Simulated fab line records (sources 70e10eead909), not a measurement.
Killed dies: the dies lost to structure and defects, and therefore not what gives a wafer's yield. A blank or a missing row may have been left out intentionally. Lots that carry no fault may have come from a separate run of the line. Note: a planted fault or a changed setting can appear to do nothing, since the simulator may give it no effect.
8D (eight disciplines) problem report, filled in by code + flow nand_harc + the parts of the form that need people (team, actions taken, sign-off) are left out

1. PROBLEM STATEMENT
Wafers without a fault read 996 nm, standard deviation 8.1; thk_nm at NHARC_A_ONON_D1_THK_MEAS_30 reads a mean of 667 nm on 4 wafers belonging to 3 lots. Relative to the usual mean, that is a shift of -41 standard deviations.
The step: measures by ellipsometry.
The first sign was on wafer L585.5 at day 11 23:59, on film_metro-02. At this step, 37 wafers from 13 lots have a number in the record. Rule for "out" (also "out of limits"): further than 4 standard deviations from the usual mean. Any other wafer with a number is counted as sound.

2. WHAT IT IS AND WHAT IT IS NOT
| question                    | is                             | is not                                                                    |
|-----------------------------|--------------------------------|---------------------------------------------------------------------------|
| which readings at this step | thk_nm                         | -                                                                         |
| which lots                  | L585, L586, L591               | L571, L572, L573, L574, L575, L576, L579, L581, L584, L587                |
| which wafers of those lots  | L585.5, L586.5, L591.5, L591.6 | L585.2, L585.3, L586.3                                                    |
| read on which gauges        | film_metro-02                  | film_metro-01                                                             |
| when                        | from day 11 23:59              | up to then (29 sound wafers); but 4 sound wafers of L586, L587 came after |

3. THE SUSPECTS, EACH WITH WHAT RULES IT OUT
Counting: any tool at a process step up to the reading remains a suspect provided it ran every lot that is out. Sound lots after the first of them don't rule it out here, since some wafers of a struck lot are sound.
- ruled out: the gauge at NHARC_A_ONON_D1_THK_MEAS_30. All the wafers that are out were read on film_metro-02, but those of them that NHARC_END_SORT_01 has rows for are out there too, on other tools.
- pecvd_onon-02 at NHARC_A_ONON_D1_DEP_28 (target thk 1000 nm): kept. It processed each lot that is out (first: L585, day 11 23:31); up to then, its last sound lot is L581 (day 11 06:52).
Left after counting: pecvd_onon-02 at NHARC_A_ONON_D1_DEP_28.

4. THE CAUSE (what the simulator had put in)
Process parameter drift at NHARC_A_ONON_D1_DEP_28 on pecvd_onon-02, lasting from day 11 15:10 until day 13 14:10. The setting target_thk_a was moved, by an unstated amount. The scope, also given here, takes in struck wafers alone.
Only this tool survived the counting.

5. SEQUENCE OF EFFECTS, ordered by route
One row per reading whose mean, taken over the struck wafers that have a number, lies over 3 standard deviations from the usual. Only readings for which the record gives a usual standard deviation are gone through. hours: the time from each lot's start at the first step in this table that gives one to its start at this step, as a median over the lots. sigmas: the change in usual standard deviations.
| hours | step                        | reading         | usual  | on struck wafers | change | sigmas |
|-------|-----------------------------|-----------------|--------|------------------|--------|--------|
| 0     | NHARC_A_ONON_D1_THK_MEAS_30 | thk_nm          | 996 nm | 667              | -329   | -41    |
| 280   | NHARC_END_SORT_01           | killed_at_array | 24     | 672              | +648   | +88    |
| 280   | NHARC_END_SORT_01           | killed_dies     | 28     | 677              | +649   | +81    |

6. WHAT WOULD HAVE CAUGHT IT SOONER
The first out-of-limits reading at a measuring or inspecting step in this record came at day 11 23:59, 9 hours after the fault's start at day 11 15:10.
Of the lots that are out (3), L586, L591 began NHARC_A_ONON_D1_DEP_28 on pecvd_onon-02 after day 11 23:59. A hold on the tool at that time would have spared those 2.
